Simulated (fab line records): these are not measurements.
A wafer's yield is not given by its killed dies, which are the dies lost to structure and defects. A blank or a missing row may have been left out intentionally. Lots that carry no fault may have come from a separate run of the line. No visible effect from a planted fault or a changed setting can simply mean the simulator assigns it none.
fab line records ; flow n5_finfet
record: lots: 6; wafers: 17; last_day: 18
route steps=1938 shown GATE_CUT@499 BEOL_M4@1111
lots that met no fault: taken from a fault-free run of the same line
start_h: hours from the record's first day to the start of the lot's first wafer shown ; wait_h: hours since the lot's step before ; " repeats the value in the row above ; L1.1+2: several wafers, shown together as one row ; - value missing, or start not given ; * or withheld: withheld ; < > ~ a bound
route shown NAME@n: NAME is a module with steps in the file, n the number in the route of the first one ; usual: average and standard deviation across the fault-free wafers ; same: alike in all rows ; chamber/n: place in a boat ; sites: each site's reading ; _std_site: their standard deviation ; _edge_site: inner sites' mean taken away from outer sites' mean ; radius_mm: for every site, how far away it sits from the centre of the wafer ; mask NAME#n: copy n ; behind: tool/chamber where the wafer was last shaped ; hold: the reason the lot was held/the length of the hold in hours/how it ended ; device: the transistor (n, p or np) that didn't switch ; end of line: the tests these same wafers got at the end of their route ; step lacking rows: just its recipe ; killed: dies lost to structure and defects at the first sort, not the wafer's yield ; map: a wafer's dies, marking killed ones x, the rest . and places with no die _
set.NAME: the setting that was run; set.NAME@STEP: the one run at that earlier step ; model.NAME: the simulator's own value behind a step, which no gauge read
certain route steps with their lots: each step a table, each wafer a row
services: a tool's chamber out of use, with start hour (start_h, from the record's first day; less than 0 if before it), hours out, and reason
== steps ==
step: N5_GATE_CUT_ETCH_19
recipe: chemistry: CH3F/O2; target: SiNx; mask_material: SiO2; target_depth_a: 537; time_s: 76.7; pressure_mtorr: 30; source_w: 395; bias_w: 73; Ar_flow_sccm: 150; CH3F_flow_sccm: 30; O2_flow_sccm: 20; ion_energy_ev: 120; ends: cleared
usual: drypump_motor_current_A: 5.9/0.32; etch_rf_on_time_s: 76.3/1.2; oes_product_au: 0.68/0.076; rf_vpp_V: 298.2/2.5; showerhead_plenum_p_Torr: 2.03/0.034; throttle_valve_pct: 16.33/0.2
lot.wafer;tool;chamber;start_h;wait_h;drypump_motor_current_A;etch_rf_on_time_s;oes_product_au;rf_hours_counter_h;rf_vpp_V;showerhead_plenum_p_Torr;throttle_valve_pct
L583.1;rie_diel-02;0;107.85;0.0;5.4;76.4;0.71;55;293.5;2.03;16.22
L583.2;rie_diel-02;3;107.85;0.0;5.7;76.3;0.64;124;299.0;2.01;16.06
L583.3;rie_diel-02;1;107.85;0.0;6.4;75.8;0.65;148;299.3;2.00;16.54
L588.1;rie_diel-02;0;140.39;0.0;5.4;75.1;0.71;66;296.4;2.03;16.25
L588.2;rie_diel-02;1;140.39;0.0;6.4;75.2;0.63;159;299.1;1.99;16.54
L588.6;rie_diel-02;0;140.39;0.0;5.4;75.6;0.70;-;293.5;2.03;16.26
L596.2;rie_diel-02;1;185.40;0.0;6.3;75.5;0.63;176;297.8;1.99;16.59
L596.3;rie_diel-02;3;185.40;0.0;5.6;77.4;0.63;150;298.7;2.00;16.13
L596.6;rie_diel-02;3;185.40;0.0;5.7;76.2;0.63;-;298.1;2.00;16.12
L597.3;rie_diel-02;0;191.69;0.0;5.5;76.7;0.68;83;294.4;2.02;16.28
L597.5;rie_diel-02;2;191.69;0.0;6.3;74.1;0.82;-;297.6;2.05;16.33
L601.3;rie_diel-02;1;221.17;0.0;6.4;75.5;0.62;188;298.7;1.99;16.63
L601.5;rie_diel-02;3;221.17;0.0;5.6;76.8;0.63;-;298.6;2.00;16.16
L601.6;rie_diel-02;2;221.17;0.0;6.3;73.6;0.81;-;298.6;2.04;16.34
L602.1;rie_diel-05;0;227.58;0.0;6.1;76.1;0.73;56;295.4;2.03;16.43
L602.3;rie_diel-05;2;227.58;0.0;5.5;76.8;0.69;77;301.0;2.02;16.23
L602.6;rie_diel-05;2;227.58;0.0;5.5;76.9;0.68;-;301.2;2.02;16.23
step: N5_GATE_CUT_CUT_ETCH_53
recipe: chemistry: SF6/Cl2; target: W; mask_material: SiO2; target_depth_a: 792; pressure_mtorr: 8; icp_w: 900; bias_w: 80; SF6_flow_sccm: 40; Cl2_flow_sccm: 60; ends: cleared
usual: drypump_motor_current_A: 5.6/0.63; etch_rf_on_time_s: 26.4/0.34; oes_product_au: 0.69/0.11; throttle_valve_pct: 28.80/0.18
lot.wafer;tool;chamber;start_h;wait_h;drypump_motor_current_A;etch_rf_on_time_s;oes_product_au;rf_hours_counter_h;throttle_valve_pct
L583.1;rie_metal-01;0;107.96;0.1;6.5;26.7;0.59;89;28.90
L583.2;rie_metal-01;0;107.96;0.1;6.5;26.7;0.60;-;28.92
L583.3;rie_metal-01;0;107.96;0.1;6.5;26.9;0.60;-;28.90
L588.1;rie_metal-03;1;140.50;0.1;6.1;26.5;0.54;136;29.28
L588.2;rie_metal-03;1;140.50;0.1;6.1;26.7;0.53;-;29.27
L588.6;rie_metal-03;1;140.50;0.1;6.1;26.6;0.54;-;29.27
L596.2;rie_metal-02;0;185.51;0.1;4.8;26.2;0.71;41;28.70
L596.3;rie_metal-02;0;185.51;0.1;4.8;26.0;0.72;-;28.68
L596.6;rie_metal-02;0;185.51;0.1;4.8;26.2;0.72;-;28.70
L597.3;rie_metal-02;0;191.82;0.1;4.8;26.3;0.71;-;28.70
L597.5;rie_metal-02;0;191.82;0.1;4.8;26.4;0.71;-;28.70
L601.3;rie_metal-03;1;221.32;0.1;6.1;26.2;0.86;-;28.96
L601.5;rie_metal-03;1;221.32;0.1;6.1;26.2;0.87;-;28.96
L601.6;rie_metal-03;1;221.32;0.1;6.1;26.4;0.86;-;28.95
L602.1;rie_metal-01;1;227.75;0.1;5.2;26.2;0.72;38;28.57
L602.3;rie_metal-01;1;227.75;0.1;5.2;25.9;0.71;-;28.58
L602.6;rie_metal-01;0;227.75;0.1;6.5;26.5;0.58;-;28.93
step: N5_GATE_CUT_CUT_ETCH_54
recipe: chemistry: Cl2/BCl3; target: TiN; mask_material: SiO2; target_depth_a: 967; pressure_mtorr: 10; icp_w: 1000; bias_w: 126; Cl2_flow_sccm: 53.25; bcl3_flow_sccm: 21.75; Ar_flow_sccm: 25; ends: cleared
step: N5_GATE_CUT_CUT_ETCH_55
recipe: chemistry: BCl3; target: HfO2; mask_material: SiO2; target_depth_a: 32; ion_energy_ev: 30; pressure_mtorr: 5; icp_w: 450; bias_w: 18; bcl3_flow_sccm: 80
step: N5_GATE_CUT_ETCH_47
recipe: chemistry: Cl2/BCl3; target: SiO2; target_depth_a: 100; pressure_mtorr: 10; icp_w: 1000; bias_w: 126; Cl2_flow_sccm: 53.25; bcl3_flow_sccm: 21.75; Ar_flow_sccm: 25
step: N5_GATE_CUT_VAPOR_ETCH_48
recipe: chemistry: BCl3/Cl2; target: TiN; mode: isotropic
usual: drypump_motor_current_A: 5.6/0.63; oes_product_au: 0.77/0.13
lot.wafer;tool;chamber;start_h;wait_h;drypump_motor_current_A;oes_product_au
L583.1;rie_metal-01;0;108.32;0.1;6.5;0.66
L583.2;rie_metal-01;0;108.32;0.1;6.5;0.66
L583.3;rie_metal-01;0;108.32;0.1;6.5;0.66
L588.1;rie_metal-03;1;140.86;0.1;6.1;0.60
L588.2;rie_metal-03;1;140.86;0.1;6.1;0.60
L588.6;rie_metal-03;1;140.86;0.1;6.1;0.60
L596.2;rie_metal-02;0;185.69;0.0;4.8;0.78
L596.3;rie_metal-02;0;185.69;0.0;4.8;0.79
L596.6;rie_metal-02;0;185.69;0.0;4.8;0.79
L597.3;rie_metal-02;0;191.99;0.0;4.8;0.79
L597.5;rie_metal-02;0;191.99;0.0;4.8;0.78
L601.3;rie_metal-03;1;221.66;0.1;6.1;0.95
L601.5;rie_metal-03;1;221.66;0.1;6.1;0.96
L601.6;rie_metal-03;1;221.66;0.1;6.1;0.95
L602.1;rie_metal-01;1;227.93;0.0;5.2;0.79
L602.3;rie_metal-01;1;227.93;0.0;5.2;0.80
L602.6;rie_metal-01;0;227.93;0.0;6.5;0.64
step: N5_GATE_CUT_VAPOR_ETCH_49
recipe: chemistry: BCl3/Cl2; target: TiAlC; mode: isotropic
usual: drypump_motor_current_A: 5.6/0.63; oes_product_au: 0.77/0.12
lot.wafer;tool;chamber;start_h;wait_h;drypump_motor_current_A;oes_product_au
L583.1;rie_metal-01;0;108.38;0.1;6.5;0.66
L583.2;rie_metal-01;0;108.38;0.1;6.5;0.66
L583.3;rie_metal-01;0;108.38;0.1;6.5;0.66
L588.1;rie_metal-03;1;140.92;0.1;6.1;0.59
L588.2;rie_metal-03;1;140.92;0.1;6.1;0.59
L588.6;rie_metal-03;1;140.92;0.1;6.1;0.60
L596.2;rie_metal-02;0;185.72;0.0;4.8;0.78
L596.3;rie_metal-02;0;185.72;0.0;4.8;0.78
L596.6;rie_metal-02;0;185.72;0.0;4.8;0.78
L597.3;rie_metal-02;0;192.02;0.0;4.8;0.78
L597.5;rie_metal-02;0;192.02;0.0;4.8;0.78
L601.3;rie_metal-03;1;221.72;0.1;6.1;0.95
L601.5;rie_metal-03;1;221.72;0.1;6.1;0.96
L601.6;rie_metal-03;1;221.72;0.1;6.2;0.96
L602.1;rie_metal-01;1;227.96;0.0;5.2;0.80
L602.3;rie_metal-01;1;227.96;0.0;5.2;0.81
L602.6;rie_metal-01;0;227.96;0.0;6.5;0.64
step: N5_GATE_CUT_VAPOR_ETCH_51
recipe: chemistry: BCl3/Cl2; target: HfO2; mode: isotropic
usual: drypump_motor_current_A: 5.6/0.63; oes_product_au: 0.77/0.12
lot.wafer;tool;chamber;start_h;wait_h;drypump_motor_current_A;oes_product_au
L583.1;rie_metal-01;0;108.44;0.1;6.5;0.65
L583.2;rie_metal-01;0;108.44;0.1;6.5;0.66
L583.3;rie_metal-01;0;108.44;0.1;6.5;0.66
L588.1;rie_metal-03;1;140.98;0.1;6.1;0.60
L588.2;rie_metal-03;1;140.98;0.1;6.1;0.60
L588.6;rie_metal-03;1;140.98;0.1;6.2;0.60
L596.2;rie_metal-02;0;185.75;0.0;4.8;0.78
L596.3;rie_metal-02;0;185.75;0.0;4.8;0.78
L596.6;rie_metal-02;0;185.75;0.0;4.8;0.78
L597.3;rie_metal-02;0;192.05;0.0;4.8;0.79
L597.5;rie_metal-02;0;192.05;0.0;4.8;0.78
L601.3;rie_metal-03;1;221.78;0.1;6.1;0.96
L601.5;rie_metal-03;1;221.78;0.1;6.1;0.95
L601.6;rie_metal-03;1;221.78;0.1;6.1;0.96
L602.1;rie_metal-01;1;227.99;0.0;5.2;0.79
L602.3;rie_metal-01;1;227.99;0.0;5.2;0.79
L602.6;rie_metal-01;0;227.99;0.0;6.5;0.64
step: N5_GATE_CUT_STRIP_21
recipe: chemistry: N2/H2; time_s: 30; power_w: 1000; temp_c: 250; pressure_mtorr: withheld; n2_flow_sccm: 1750; h2_flow_sccm: 3250
step: N5_GATE_CUT_STRIP_29
recipe: chemistry: post_etch_residue_remover; time_s: 60; temp_c: 25; remover_ph: withheld; remover_water_wt_pct: withheld; remover_fluoride_wt_pct: withheld
step: N5_GATE_CUT_SRD_52
recipe: dry: ipa_marangoni; time_s: 30; temp_c: 23; rinse_liquid: diw
step: N5_GATE_CUT_ALD_22
recipe: material: SiNx; target_thk_a: 160; temp_c: 400; ald_precursor_family: SiH2I2; ald_co_reactant: N2/H2-plasma; pulse_time_s: 1; ald_cycles: 320; purge_time_s: 2; co_reactant_purge_time_s: 2; pressure_torr: 2
step: N5_GATE_CUT_CMP_23
recipe: stop_on: SiO2; t_overpolish_s: 23.4; post_cmp_clean: alkaline_brush; down_force_psi: 2.5; platen_rpm: 51.8; pad_velocity_m_s: 1.0307; target_thk_nm: 16
usual: head_pressure_psi: 2.500/0.0058; motor_current_A: 8.8/0.9; overpolish_run_s: 23.401/0.0082; pad_life_wafers: 1342/390; slurry_filter_dp_kPa: 13.50/0.14; time_to_endpoint_s: 19.3/1.7
same: t_overpolish_s: 23.4
lot.wafer;tool;chamber;start_h;wait_h;head_pressure_psi;motor_current_A;overpolish_run_s;pad_life_wafers;slurry_filter_dp_kPa;time_to_endpoint_s
L583.1;cmp-01;0;110.16;0.8;2.496;9.7;23.399;612;13.48;18.6
L583.2;cmp-01;2;110.16;0.8;2.504;9.4;23.402;614;13.71;16.5
L583.3;cmp-01;3;110.16;0.8;2.500;7.5;23.398;615;13.54;18.6
L588.1;cmp-03;2;143.74;0.8;2.497;8.9;23.413;1410;13.25;19.2
L588.2;cmp-03;1;143.74;0.8;2.492;9.0;23.409;1413;13.39;18.5
L588.6;cmp-03;3;143.74;0.8;2.511;9.0;23.389;-;13.65;19.8
L596.3;cmp-03;2;187.48;0.8;2.504;9.2;23.394;1717;13.54;19.3
L596.2;cmp-03;0;187.48;0.8;2.075;7.0;23.403;1719;13.35;24.2
L596.6;cmp-03;1;187.48;0.8;2.503;9.1;23.397;-;13.38;19.3
L597.3;cmp-03;0;194.50;0.8;2.081;6.9;23.398;1772;13.30;23.4
L597.5;cmp-03;2;194.50;0.8;2.502;8.8;23.401;-;13.52;18.8
L601.3;cmp-01;1;223.52;0.8;2.505;9.9;23.405;1530;13.31;19.0
L601.5;cmp-01;1;223.52;0.8;2.509;9.5;23.407;-;13.49;19.8
L601.6;cmp-01;2;223.52;0.8;2.497;9.4;23.408;-;13.36;19.1
L602.3;cmp-01;2;229.68;0.8;2.497;9.3;23.398;1596;13.51;17.6
L602.1;cmp-01;1;229.68;0.8;2.506;9.2;23.396;1599;13.62;19.7
L602.6;cmp-01;3;229.68;0.8;2.503;7.9;23.382;-;13.68;17.0
step: N5_GATE_CUT_THK_MEAS_24
recipe: reads: SiO2_of_GATE_CUT_HM_DEP_46+SiO2_flowable_of_ILD0_FCVD_FILL_01
usual: GC_FILL_THK: 221.0/1.9
lot.wafer;tool;chamber;start_h;wait_h;GC_FILL_THK[nm]
L583.1;film_metro-02;-;110.46;-;223.1
L583.2;film_metro-02;-;110.46;-;220.6
L583.3;film_metro-02;-;110.46;-;223.7
L588.1;film_metro-01;-;144.04;-;219.6
L588.2;film_metro-01;-;144.04;-;218.9
L588.6;film_metro-01;-;144.04;-;222.2
L596.2;film_metro-01;-;187.74;-;220.0
L596.3;film_metro-01;-;187.74;-;221.3
L596.6;film_metro-01;-;187.74;-;221.3
L597.3;film_metro-02;-;194.72;-;219.6
L597.5;film_metro-02;-;194.72;-;220.0
L601.3;film_metro-01;-;223.81;-;219.0
L601.5;film_metro-01;-;223.81;-;224.4
L601.6;film_metro-01;-;223.81;-;224.1
L602.1;film_metro-02;-;229.98;-;218.4
L602.3;film_metro-02;-;229.98;-;219.6
L602.6;film_metro-02;-;229.98;-;219.9
step: N5_BEOL_M4_RC_MEAS_101
usual: DIBL_N: 36.4/1.4; DIBL_P: 36.3/1.8; IOFF_N: 0.163/0.024; IOFF_P: 0.21/0.034; ION_N: 673/11; ION_P: 461/7.4; SS_N: 71.6/0.52; SS_P: 73.3/0.58; VT_N: 249.4/2.5; VT_P: -250/3.5
lot.wafer;tool;chamber;start_h;wait_h;DIBL_N[mV/V];DIBL_P[mV/V];IOFF_N[nA/um];IOFF_P[nA/um];ION_N[uA/um];ION_P[uA/um];SS_N[mV/dec];SS_P[mV/dec];VT_N[mV];VT_P[mV]
L583.1;prober-02;0;191.89;0.0;38.0;37.4;0.181;0.27;675;467;72.0;73.6;246.9;-244
L583.2;prober-02;0;191.89;0.0;37.2;37.0;0.161;0.24;681;472;71.9;73.4;249.2;-246
L583.3;prober-02;0;191.89;0.0;37.8;37.5;0.179;0.27;684;478;72.3;73.7;246.0;-244
L588.1;prober-01;0;224.94;0.0;35.1;35.1;0.141;0.18;661;451;71.4;73.3;252.1;-255
L588.2;prober-01;0;224.94;0.0;35.3;36.1;0.152;0.20;667;458;71.4;72.9;250.6;-251
L588.6;prober-01;0;224.94;0.0;35.3;35.9;0.148;0.19;669;454;71.3;73.2;251.1;-252
L597.3;prober-01;0;262.55;0.3;37.2;37.2;0.175;0.21;675;463;71.5;73.6;246.6;-252
L597.5;prober-01;0;262.55;0.3;37.0;36.5;0.169;0.20;677;458;71.7;73.2;247.5;-253
L596.2;prober-01;0;266.76;0.2;35.9;36.8;0.161;0.21;685;467;71.5;73.3;248.3;-249
L596.3;prober-01;0;266.76;0.2;35.8;36.6;0.169;0.20;693;466;70.8;72.5;246.7;-248
L596.6;prober-01;0;266.76;0.2;35.4;35.5;0.153;0.19;673;458;70.7;72.3;248.1;-251
L601.3;prober-02;0;300.44;0.3;36.6;32.3;0.148;0.16;665;447;71.3;72.9;253.0;-256
L601.5;prober-02;0;300.44;0.3;36.6;33.5;0.160;0.18;679;456;71.4;73.5;248.1;-256
L601.6;prober-02;0;300.44;0.3;35.2;31.7;0.131;0.16;664;454;71.5;73.3;250.8;-254
L602.1;prober-01;0;305.94;0.0;40.2;38.5;0.211;0.29;689;475;72.2;73.4;247.9;-243
L602.3;prober-01;0;305.94;0.0;39.1;37.0;0.180;0.26;666;461;72.6;73.1;249.2;-245
L602.6;prober-01;0;305.94;0.0;40.0;37.8;0.204;0.29;683;471;72.2;74.0;246.8;-245
== services ==
tool;chamber;start_h;hours;kind
rie_metal-02;-;88.55;24.5;repair
rie_diel-05;3;94.96;1.2;repair
rie_metal-01;1;105.88;5.3;repair
rie_metal-02;1;113.06;-;clean
rie_metal-02;1;113.06;18.7;scheduled_down
rie_metal-02;1;113.06;18.7;vent_cycle
rie_metal-03;0;123.14;25.4;repair
rie_diel-02;2;138.40;-;clean
rie_diel-02;2;138.40;-;consumable_replace:focus_ring
rie_diel-02;2;138.40;25.0;scheduled_down
cmp-03;-;140.57;2.4;repair
cmp-03;-;155.77;4.0;pm
rie_metal-01;1;162.67;5.4;repair
rie_metal-03;1;172.00;-;clean
rie_metal-03;1;172.00;22.1;scheduled_down
rie_metal-03;1;172.00;22.1;vent_cycle
rie_diel-02;3;191.01;10.1;repair
rie_metal-02;-;205.59;28.1;pm
rie_diel-05;1;210.89;6.7;repair
rie_metal-03;0;219.62;-;clean
rie_metal-03;0;219.62;13.4;scheduled_down
rie_metal-03;0;219.62;13.4;vent_cycle
cmp-03;-;220.46;0.3;repair
cmp-03;-;226.68;4.0;pm
== key ==
first_sign: step: N5_GATE_CUT_CMP_23; reading: head_pressure_psi; direction: down; sigmas: 72; usual: 2.500; struck: 2.078
effect: step: N5_GATE_CUT_CMP_23; reading: time_to_endpoint_s; direction: up; sigmas: 2.7; usual: *; struck: *
met_at N5_GATE_CUT_CMP_23
struck_wafers L596.2,L597.3
fault: kind: process_parameter_drift; tool: cmp-03; chamber: 0; onset_h: 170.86; steps: N5_GATE_CUT_CMP_23; channel: down_force_psi; offset: -0.41721; shape: step; acts_in: these_recipes_only; stated: 2.5
